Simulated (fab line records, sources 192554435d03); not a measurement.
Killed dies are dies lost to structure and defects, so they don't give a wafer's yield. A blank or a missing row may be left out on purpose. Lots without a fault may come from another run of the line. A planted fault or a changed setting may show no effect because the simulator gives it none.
Chamber matching | flow n5_finfet | N5_BEOL_M8_STRIP_67 on rie_diel-06: 4 sister chambers
The step strips in CF4. 16 wafers are shown with their chamber, then 8 later ones without.

WAFERS WITH THEIR CHAMBER
wafer  | chamber | drypump_motor_current_A (A) | showerhead_plenum_p_Torr (Torr) | throttle_valve_pct (%)
L076.2 | 0       | 5.3                         | 1.83                            | 13.48
L076.3 | 3       | 5.0                         | 1.90                            | 13.71
L076.6 | 2       | 5.4                         | 1.83                            | 13.33
L079.2 | 2       | 5.3                         | 1.83                            | 13.37
L079.3 | 1       | 5.9                         | 1.91                            | 13.52
L079.5 | 2       | 5.4                         | 1.83                            | 13.35
L082.1 | 2       | 5.4                         | 1.83                            | 13.34
L082.3 | 1       | 5.9                         | 1.90                            | 13.53
L082.6 | 0       | 5.3                         | 1.83                            | 13.52
L084.3 | 1       | 5.9                         | 1.90                            | 13.52
L084.4 | 0       | 5.3                         | 1.83                            | 13.54
L084.6 | 2       | 5.4                         | 1.83                            | 13.39
L090.1 | 1       | 5.9                         | 1.90                            | 13.57
L090.3 | 2       | 5.3                         | 1.83                            | 13.41
L090.6 | 3       | 5.0                         | 1.88                            | 13.76
L088.3 | 2       | 5.4                         | 1.82                            | 13.40

SIGNATURES (means of the wafers above)
reading                  | chamber 0 | chamber 1 | chamber 2 | chamber 3 | scatter within a chamber
drypump_motor_current_A  | 5.300     | 5.900     | 5.371     | 5.000     | 0.0345
showerhead_plenum_p_Torr | 1.8300    | 1.9025    | 1.8286    | 1.8900    | 0.00548
throttle_valve_pct       | 13.5133   | 13.5350   | 13.3700   | 13.7350   | 0.0297
Rule: a wafer's distance from a chamber is the root of the sum, over the readings, of the square of ((its reading less the chamber's mean) divided by the reading's scatter). The wafer belongs to the nearest chamber; if the next one is less than 2 further off, it can't be placed. The scatter: the root of (the sum of the squares of (reading less its chamber's mean) over the shown wafers, divided by (wafers less chambers)).

WAFERS WITHOUT THEIR CHAMBER
wafer  | drypump_motor_current_A (A) | showerhead_plenum_p_Torr (Torr) | throttle_valve_pct (%)
L088.5 | 4.9                         | 1.89                            | 13.77
L088.6 | 5.4                         | 1.82                            | 13.40
L092.2 | 5.9                         | 1.90                            | 13.59
L092.3 | 5.3                         | 1.82                            | 13.40
L092.6 | 5.2                         | 1.82                            | 13.58
L094.3 | 5.3                         | 1.82                            | 13.42
L094.5 | 5.3                         | 1.82                            | 13.42
L094.6 | 5.9                         | 1.90                            | 13.59

WHICH CHAMBER EACH WENT THROUGH
wafer  | from the rows above     | in truth
L088.5 | 3                       | 3
L088.6 | 2                       | 2
L092.2 | 1                       | 1
L092.3 | can't be placed: 2 or 0 | 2
L092.6 | 0                       | 0
L094.3 | can't be placed: 2 or 0 | 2
L094.5 | can't be placed: 2 or 0 | 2
L094.6 | 1                       | 1
Placed correctly: 5 of 8. Can't be placed from these rows: 3 (the true chamber is among the candidates in 3). Placed wrongly: 0.
